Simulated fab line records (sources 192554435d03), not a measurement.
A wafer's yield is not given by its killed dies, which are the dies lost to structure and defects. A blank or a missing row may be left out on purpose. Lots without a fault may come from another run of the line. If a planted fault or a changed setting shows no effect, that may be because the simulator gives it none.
fab line records	flow n5Finfet	part 1 of 2: steps 1 to 4 of 6
record: lots: 24	wafers: 72	lastDay: 18
route steps=1938 shown BEOL_M9@1446 BEOL_M10@1483
lots that met no fault: taken from a fault-free run of the same line
startH: hours from the record's first day to the start of the lot's first wafer shown	waitH: time in hours since the lot's previous step	" same as the row above	L1.1+2: a single row standing in for several wafers	- no value, or no start was given	* or withheld: withheld	< > ~ a bound
route shown NAME@n: NAME is a module with steps in the file, n the number in the route of the first one	usual: mean and standard deviation over wafers with no fault	same: alike in all rows	chamber/n: place in a boat	sites: each site's reading	_std_site: their standard deviation	_edge_site: the outer-site mean with the inner-site mean subtracted	radiusMm: for every site, how far away it sits from the centre of the wafer	mask NAME#n: copy n	behind: the most recent tool/chamber to have shaped the wafer	hold: the reason the lot was held/the length of the hold in hours/how it ended	device: which transistor (n, p or np) failed to switch	end of line: at the end of the route, the tests of the same wafers	a step without rows: its recipe alone	killed: at the first sort, the dies lost to defects and structure; wafer yield is something else	map: shows each die of a wafer: x if killed, . if not, _ if none is there
set.NAME: the setting as run; set.NAME@STEP: as run at that earlier step	model.NAME: the simulator's own value behind a step, which no gauge read
steps of the route over a sample of lots; a table a step, a row a wafer
services: from which hour (startH, from the record's first day; less than 0 if before it) a tool's chamber was out of use, for how many hours, and why
== steps ==
step: N5_BEOL_M9_TRENCH_ETCH_37
recipe: chemistry: C4F6/O2	targetDepthA: 1514.3	target: SiCOH_lowk	timeS: 49	ionEnergyEv: 250	pressureMtorr: 30	sourceW: 345	biasW: 185	Ar_flow_sccm: 300	C4F6_flow_sccm: 10	O2_flow_sccm: 10
usual: drypumpMotorCurrentA: 5.7/0.34	oesProductAu: 0.78/0.081	rfVppV: 663/5.8	showerheadPlenumPTorr: 2.83/0.11	throttleValvePct: 20.97/0.25
lot.wafer	tool	chamber	startH	waitH	drypumpMotorCurrentA	oesProductAu	rfHoursCounterH	rfVppV	showerheadPlenumPTorr	throttleValvePct
L074.1	rieDiel-06	3	-	-	5.3	0.96	13	673	3.03	20.53
L074.2	"	1	"	"	5.9	0.75	148	668	2.63	21.35
L074.3	"	2	"	"	5.9	0.72	177	656	2.73	21.31
L075.1	rieDiel-06	3	-	-	5.3	0.95	17	673	3.02	20.52
L075.5	"	3	"	"	5.3	0.94	-	673	3.02	20.53
L075.6	"	2	"	"	5.8	0.72	-	655	2.72	21.29
L077.1	rieDiel-05	3	-	-	5.6	0.89	32	667	2.80	20.84
L077.5	"	1	"	"	5.2	0.85	-	653	2.79	20.91
L077.6	"	0	"	"	6.2	0.71	-	665	2.85	20.99
L076.1	rieDiel-05	3	-	-	5.5	0.90	35	666	2.80	20.85
L076.3	"	1	"	"	5.2	0.86	43	653	2.78	20.91
L076.4	"	2	"	"	6.1	0.70	224	664	2.92	20.71
L078.3	rieDiel-02	3	-	-	5.5	0.73	185	672	2.82	21.00
L078.4	"	0	"	"	5.4	0.97	0	663	2.91	20.59
L078.6	"	0	"	"	5.4	0.98	-	663	2.91	20.58
L080.1	rieDiel-05	2	-	-	6.0	0.70	226	663	2.92	20.70
L080.3	"	3	"	"	5.6	0.89	37	666	2.80	20.86
L080.5	"	3	"	"	5.6	0.89	-	666	2.80	20.86
L079.2	rieDiel-05	2	-	-	6.0	0.70	228	663	2.92	20.70
L079.3	"	3	"	"	5.6	0.89	39	666	2.80	20.86
L079.4	"	3	"	"	5.5	0.89	-	666	2.80	20.87
L081.1	rieDiel-06	2	-	-	5.9	0.70	191	654	2.72	21.31
L081.4	"	0	"	"	5.7	0.79	132	663	2.97	21.02
L081.6	"	1	"	"	5.9	0.74	-	668	2.63	21.39
L083.2	rieDiel-05	3	-	-	5.5	0.88	45	666	2.79	20.86
L083.5	"	2	"	"	6.0	0.69	-	665	2.91	20.70
L083.6	"	1	"	"	5.2	0.85	-	653	2.78	20.95
L082.1	rieDiel-05	2	-	-	6.1	0.69	234	664	2.91	20.70
L082.4	"	3	"	"	5.6	0.88	46	666	2.79	20.87
L082.5	"	1	"	"	5.2	0.85	-	653	2.78	20.93
L084.1	rieDiel-05	3	-	-	5.6	0.88	51	665	2.79	20.87
L084.4	"	3	"	"	5.6	0.88	-	666	2.79	20.88
L084.5	"	2	"	"	6.0	0.69	-	663	2.91	20.71
L085.1	rieDiel-06	3	-	-	5.3	0.90	38	673	3.01	20.56
L085.4	"	1	"	"	5.9	0.74	172	667	2.62	21.38
L085.6	"	0	"	"	5.7	0.78	-	663	2.96	21.04
L086.1	rieDiel-06	1	-	-	6.0	0.74	173	667	2.62	21.39
L086.4	"	0	"	"	5.8	0.78	143	662	2.96	21.03
L086.5	"	1	"	"	5.9	0.73	-	670	2.62	21.39
L087.3	rieDiel-06	0	-	-	5.8	0.78	143	663	2.96	21.03
L087.4	"	2	"	"	5.9	0.70	202	655	2.71	21.33
L087.6	"	3	"	"	5.3	0.90	-	673	3.01	20.58
L089.1	rieDiel-05	0	-	-	6.2	0.70	196	664	2.84	21.03
L089.2	"	3	"	"	5.6	0.86	55	665	2.79	20.87
L089.4	"	2	"	"	6.0	0.69	243	664	2.91	20.75
L088.1	rieDiel-02	1	-	-	6.3	0.76	141	667	2.96	21.30
L088.2	"	2	"	"	5.5	0.75	155	664	2.73	20.87
L088.6	"	1	"	"	6.4	0.75	-	668	2.96	21.33
L090.1	rieDiel-05	2	-	-	6.0	0.69	249	664	2.91	20.73
L090.2	"	0	"	"	6.2	0.70	202	664	2.84	21.02
L090.3	"	1	"	"	5.2	0.82	67	653	2.77	20.97
L092.1	rieDiel-05	2	-	-	6.1	0.68	250	662	2.91	20.72
L092.2	"	0	"	"	6.2	0.70	203	664	2.84	21.01
L092.3	"	3	"	"	5.6	0.85	62	666	2.79	20.88
L091.1	rieDiel-02	0	-	-	5.4	0.89	24	664	2.90	20.62
L091.4	"	2	"	"	5.5	0.74	159	662	2.73	20.88
L091.6	"	0	"	"	5.4	0.90	-	663	2.90	20.61
L094.1	rieDiel-06	2	-	-	5.9	0.69	212	652	2.71	21.32
L094.4	"	3	"	"	5.3	0.87	51	671	3.01	20.58
L094.6	"	3	"	"	5.3	0.88	-	672	3.01	20.60
L095.2	rieDiel-06	0	-	-	5.7	0.76	158	662	2.96	21.05
L095.3	"	1	"	"	5.9	0.73	188	666	2.61	21.42
L095.6	"	1	"	"	5.9	0.72	-	667	2.61	21.39
L093.3	rieDiel-05	0	-	-	6.1	0.69	213	665	2.83	21.05
L093.4	"	0	"	"	6.2	0.69	-	665	2.83	21.05
L093.6	"	1	"	"	5.2	0.81	-	654	2.77	20.98
L096.1	rieDiel-06	0	-	-	5.7	0.76	160	663	2.95	21.05
L096.2	"	3	"	"	5.4	0.88	55	671	3.01	20.61
L096.5	"	1	"	"	5.9	0.72	-	666	2.61	21.42
L097.1	rieDiel-02	0	-	-	5.4	0.89	34	663	2.90	20.64
L097.4	"	0	"	"	5.4	0.88	-	662	2.90	20.64
L097.6	"	3	"	"	5.5	0.71	-	672	2.80	21.06
step: N5_BEOL_M9_STRIP_80
recipe: chemistry: N2/H2	timeS: 10	powerW: 450	tempC: 40	pressureMtorr: 20	rfFrequencyHz: 6e+07	biasPowerW: 7	n2FlowSccm: 200	h2FlowSccm: 200
usual: drypumpMotorCurrentA: 5.7/0.34	oesProductAu: 0.78/0.082	rfVppV: 59.0/0.93	showerheadPlenumPTorr: 2.52/0.11	throttleValvePct: 23.7/0.32
lot.wafer	tool	chamber	startH	waitH	drypumpMotorCurrentA	oesProductAu	rfHoursCounterH	rfVppV	showerheadPlenumPTorr	throttleValvePct
L074.1	rieDiel-06	3	-	-	5.3	0.95	13	57.9	2.70	23.1
L074.2	"	1	"	"	5.9	0.75	148	56.7	2.34	24.0
L074.3	"	2	"	"	5.9	0.72	177	58.0	2.43	24.1
L075.1	rieDiel-06	3	-	-	5.3	0.94	17	59.6	2.69	23.1
L075.5	"	3	"	"	5.3	0.95	-	60.6	2.69	23.1
L075.6	"	2	"	"	5.9	0.72	-	60.1	2.42	24.1
L077.1	rieDiel-05	3	-	-	5.6	0.89	32	59.8	2.49	23.8
L077.5	"	1	"	"	5.2	0.85	-	60.2	2.48	23.5
L077.6	"	0	"	"	6.2	0.73	-	60.3	2.52	23.7
L076.1	rieDiel-05	3	-	-	5.6	0.89	35	58.7	2.49	23.8
L076.3	"	1	"	"	5.2	0.85	43	59.9	2.47	23.6
L076.4	"	2	"	"	6.0	0.70	224	60.8	2.61	23.2
L078.3	rieDiel-02	3	-	-	5.5	0.73	185	59.2	2.52	23.8
L078.4	"	0	"	"	5.4	0.99	0	58.7	2.59	23.3
L078.6	"	0	"	"	5.4	1.00	-	58.9	2.59	23.3
L080.1	rieDiel-05	2	-	-	6.0	0.70	226	58.6	2.61	23.2
L080.3	"	3	"	"	5.6	0.89	37	58.1	2.48	23.8
L080.5	"	3	"	"	5.6	0.89	-	59.5	2.48	23.8
L079.2	rieDiel-05	2	-	-	6.0	0.69	228	58.6	2.61	23.2
L079.3	"	3	"	"	5.6	0.89	39	58.8	2.48	23.8
L079.4	"	3	"	"	5.6	0.89	-	59.6	2.48	23.8
L081.1	rieDiel-06	2	-	-	5.9	0.70	191	59.4	2.42	24.1
L081.4	"	0	"	"	5.8	0.78	132	58.6	2.66	23.9
L081.6	"	1	"	"	5.9	0.73	-	57.7	2.33	24.0
L083.2	rieDiel-05	3	-	-	5.6	0.87	45	59.2	2.48	23.8
L083.5	"	2	"	"	6.1	0.69	-	60.4	2.61	23.2
L083.6	"	1	"	"	5.2	0.85	-	59.6	2.47	23.5
L082.1	rieDiel-05	2	-	-	6.1	0.69	234	57.0	2.61	23.2
L082.4	"	3	"	"	5.6	0.87	46	59.3	2.48	23.8
L082.5	"	1	"	"	5.2	0.84	-	60.0	2.47	23.6
L084.1	rieDiel-05	3	-	-	5.5	0.86	51	57.7	2.48	23.8
L084.4	"	3	"	"	5.5	0.87	-	58.9	2.48	23.8
L084.5	"	2	"	"	6.0	0.69	-	59.7	2.61	23.2
L085.1	rieDiel-06	3	-	-	5.3	0.90	38	59.2	2.69	23.1
L085.4	"	1	"	"	5.9	0.73	172	59.0	2.33	24.0
L085.6	"	0	"	"	5.7	0.79	-	60.2	2.66	23.9
L086.1	rieDiel-06	1	-	-	5.9	0.73	173	57.9	2.33	24.0
L086.4	"	0	"	"	5.7	0.78	143	59.9	2.66	23.9
L086.5	"	1	"	"	5.9	0.73	-	59.0	2.33	24.0
L087.3	rieDiel-06	0	-	-	5.7	0.78	143	58.5	2.66	23.9
L087.4	"	2	"	"	5.9	0.69	202	57.9	2.42	24.1
L087.6	"	3	"	"	5.3	0.91	-	60.3	2.68	23.2
L089.1	rieDiel-05	0	-	-	6.1	0.70	196	57.9	2.52	23.7
L089.2	"	3	"	"	5.6	0.87	55	59.6	2.48	23.8
L089.4	"	2	"	"	6.0	0.68	243	58.6	2.60	23.2
L088.1	rieDiel-02	1	-	-	6.3	0.76	141	60.1	2.66	24.1
L088.2	"	2	"	"	5.5	0.74	155	58.7	2.43	23.4
L088.6	"	1	"	"	6.3	0.76	-	60.6	2.66	24.1
L090.1	rieDiel-05	2	-	-	6.0	0.67	249	60.4	2.60	23.2
L090.2	"	0	"	"	6.2	0.71	202	58.8	2.51	23.7
L090.3	"	1	"	"	5.2	0.83	67	61.1	2.46	23.6
L092.1	rieDiel-05	2	-	-	6.1	0.67	250	61.0	2.60	23.2
L092.2	"	0	"	"	6.1	0.70	203	58.2	2.51	23.7
L092.3	"	3	"	"	5.6	0.85	62	59.2	2.47	23.8
L091.1	rieDiel-02	0	-	-	5.4	0.90	24	60.3	2.58	23.3
L091.4	"	2	"	"	5.5	0.74	159	58.4	2.43	23.4
L091.6	"	0	"	"	5.4	0.91	-	57.7	2.58	23.3
L094.1	rieDiel-06	2	-	-	5.9	0.69	212	58.2	2.41	24.1
L094.4	"	3	"	"	5.3	0.89	51	59.3	2.68	23.2
L094.6	"	3	"	"	5.3	0.88	-	58.7	2.68	23.2
L095.2	rieDiel-06	0	-	-	5.8	0.76	158	58.0	2.65	23.9
L095.3	"	1	"	"	6.0	0.72	188	57.6	2.32	24.0
L095.6	"	1	"	"	5.9	0.72	-	59.5	2.32	24.0
L093.3	rieDiel-05	0	-	-	6.1	0.69	213	60.0	2.51	23.7
L093.4	"	0	"	"	6.1	0.70	-	60.4	2.51	23.8
L093.6	"	1	"	"	5.2	0.80	-	58.8	2.46	23.6
L096.1	rieDiel-06	0	-	-	5.8	0.76	160	58.1	2.65	23.9
L096.2	"	3	"	"	5.3	0.87	55	60.4	2.68	23.2
L096.5	"	1	"	"	5.9	0.71	-	59.5	2.32	24.1
L097.1	rieDiel-02	0	-	-	5.4	0.89	34	59.0	2.58	23.4
L097.4	"	0	"	"	5.4	0.87	-	58.3	2.58	23.4
L097.6	"	3	"	"	5.5	0.71	-	58.3	2.51	23.8
step: N5_BEOL_M9_PRE_CLEAN_45
recipe: gas: H2/He	timeS: 30	tempC: 250
usual: heaterPowerW: 326/38
lot.wafer	tool	chamber	startH	waitH	heaterPowerW
L074.1	pvdSputter-03	-	226.58	0.0	324
L074.2	"	-	"	"	332
L074.3	"	-	"	"	358
L075.1	pvdSputter-02	-	239.51	0.0	309
L075.5	"	-	"	"	295
L075.6	"	-	"	"	304
L077.1	pvdSputter-02	-	243.11	0.0	317
L077.5	"	-	"	"	324
L077.6	"	-	"	"	316
L076.1	pvdSputter-02	-	250.34	0.0	291
L076.3	"	-	"	"	312
L076.4	"	-	"	"	299
L078.3	pvdSputter-01	-	254.14	0.0	285
L078.4	"	-	"	"	377
L078.6	"	-	"	"	383
L080.1	pvdSputter-03	-	256.88	0.0	335
L080.3	"	-	"	"	353
L080.5	"	-	"	"	371
L079.2	pvdSputter-02	-	261.50	0.0	289
L079.3	"	-	"	"	366
L079.4	"	-	"	"	328
L081.1	pvdSputter-03	-	273.24	0.0	364
L081.4	"	-	"	"	336
L081.6	"	-	"	"	327
L083.2	pvdSputter-02	-	282.20	0.0	368
L083.5	"	-	"	"	296
L083.6	"	-	"	"	317
L082.1	pvdSputter-02	-	283.46	0.0	303
L082.4	"	-	"	"	365
L082.5	"	-	"	"	298
L084.1	pvdSputter-01	-	297.64	0.0	252
L084.4	"	-	"	"	282
L084.5	"	-	"	"	244
L085.1	pvdSputter-03	-	306.52	0.0	331
L085.4	"	-	"	"	338
L085.6	"	-	"	"	350
L086.1	pvdSputter-02	-	307.04	0.0	289
L086.4	"	-	"	"	313
L086.5	"	-	"	"	286
L087.3	pvdSputter-02	-	310.48	0.0	322
L087.4	"	-	"	"	357
L087.6	"	-	"	"	291
L089.1	pvdSputter-01	-	311.85	0.0	286
L089.2	"	-	"	"	378
L089.4	"	-	"	"	375
L088.1	pvdSputter-03	-	322.32	0.0	354
L088.2	"	-	"	"	337
L088.6	"	-	"	"	366
L090.1	pvdSputter-02	-	330.39	0.0	309
L090.2	"	-	"	"	291
L090.3	"	-	"	"	366
L092.1	pvdSputter-03	-	336.02	0.0	362
L092.2	"	-	"	"	340
L092.3	"	-	"	"	340
L091.1	pvdSputter-01	-	336.13	0.0	285
L091.4	"	-	"	"	243
L091.6	"	-	"	"	249
L094.1	pvdSputter-03	-	347.83	0.0	329
L094.4	"	-	"	"	362
L094.6	"	-	"	"	357
L095.2	pvdSputter-02	-	354.88	0.0	313
L095.3	"	-	"	"	298
L095.6	"	-	"	"	314
L093.3	pvdSputter-01	-	357.29	0.0	246
L093.4	"	-	"	"	375
L093.6	"	-	"	"	240
L096.1	pvdSputter-02	-	361.04	0.0	314
L096.2	"	-	"	"	370
L096.5	"	-	"	"	372
L097.1	pvdSputter-01	-	364.42	0.0	246
L097.4	"	-	"	"	291
L097.6	"	-	"	"	383
step: N5_BEOL_M10_CD_MEAS_11
recipe: targetCdNm: 64.1	landingEnergyEv: 500	detector: seInlens	polarity: opening
usual: cdNm: 64.2/0.47
lot.wafer	tool	chamber	startH	waitH	cdNm
L074.1	cdSem-03	0	231.77	-	63.7
L074.2	"	0	"	"	63.6
L074.3	"	0	"	"	63.7
L075.1	cdSem-01	0	243.02	-	64.5
L075.5	"	0	"	"	64.9
L075.6	"	0	"	"	64.2
L077.1	cdSem-02	0	247.46	-	65.0
L077.5	"	0	"	"	64.9
L077.6	"	0	"	"	64.7
L076.1	cdSem-02	0	254.05	-	64.3
L076.3	"	0	"	"	64.4
L076.4	"	0	"	"	64.6
L078.3	cdSem-02	0	260.10	-	64.1
L078.4	"	0	"	"	63.8
L078.6	"	0	"	"	63.4
L080.1	cdSem-01	0	261.26	-	64.5
L080.3	"	0	"	"	64.0
L080.5	"	0	"	"	64.4
L079.2	cdSem-02	0	266.20	-	64.7
L079.3	"	0	"	"	64.3
L079.4	"	0	"	"	64.6
L081.1	cdSem-02	0	278.21	-	64.3
L081.4	"	0	"	"	64.2
L081.6	"	0	"	"	63.9
L083.2	cdSem-02	0	287.03	-	64.6
L083.5	"	0	"	"	64.6
L083.6	"	0	"	"	65.0
L082.1	cdSem-02	0	287.47	-	64.8
L082.4	"	0	"	"	65.0
L082.5	"	0	"	"	64.8
L084.1	cdSem-03	0	303.04	-	64.0
L084.4	"	0	"	"	63.9
L084.5	"	0	"	"	64.6
L085.1	cdSem-02	0	311.10	-	63.7
L085.4	"	0	"	"	63.8
L085.6	"	0	"	"	64.4
L086.1	cdSem-03	0	311.93	-	63.9
L086.4	"	0	"	"	63.2
L086.5	"	0	"	"	63.6
L087.3	cdSem-01	0	316.12	-	63.3
L087.4	"	0	"	"	63.8
L087.6	"	0	"	"	63.3
L089.1	cdSem-02	0	316.59	-	63.9
L089.2	"	0	"	"	64.5
L089.4	"	0	"	"	63.8
L088.1	cdSem-01	0	325.60	-	64.7
L088.2	"	0	"	"	64.6
L088.6	"	0	"	"	64.3
L090.1	cdSem-02	0	335.29	-	63.8
L090.2	"	0	"	"	64.0
L090.3	"	0	"	"	64.0
L092.1	cdSem-01	0	339.68	-	64.8
L092.2	"	0	"	"	64.7
L092.3	"	0	"	"	64.7
L091.1	cdSem-03	0	340.04	-	64.5
L091.4	"	0	"	"	64.5
L091.6	"	0	"	"	63.6
L094.1	cdSem-02	0	351.65	-	64.6
L094.4	"	0	"	"	63.6
L094.6	"	0	"	"	63.9
L095.2	cdSem-03	0	360.68	-	64.2
L095.3	"	0	"	"	63.9
L095.6	"	0	"	"	64.3
L093.3	cdSem-03	0	361.03	-	63.4
L093.4	"	0	"	"	64.0
L093.6	"	0	"	"	63.9
L096.1	cdSem-03	0	365.59	-	63.3
L096.2	"	0	"	"	63.9
L096.5	"	0	"	"	63.6
L097.1	cdSem-03	0	367.72	-	64.5
L097.4	"	0	"	"	64.4
L097.6	"	0	"	"	64.1
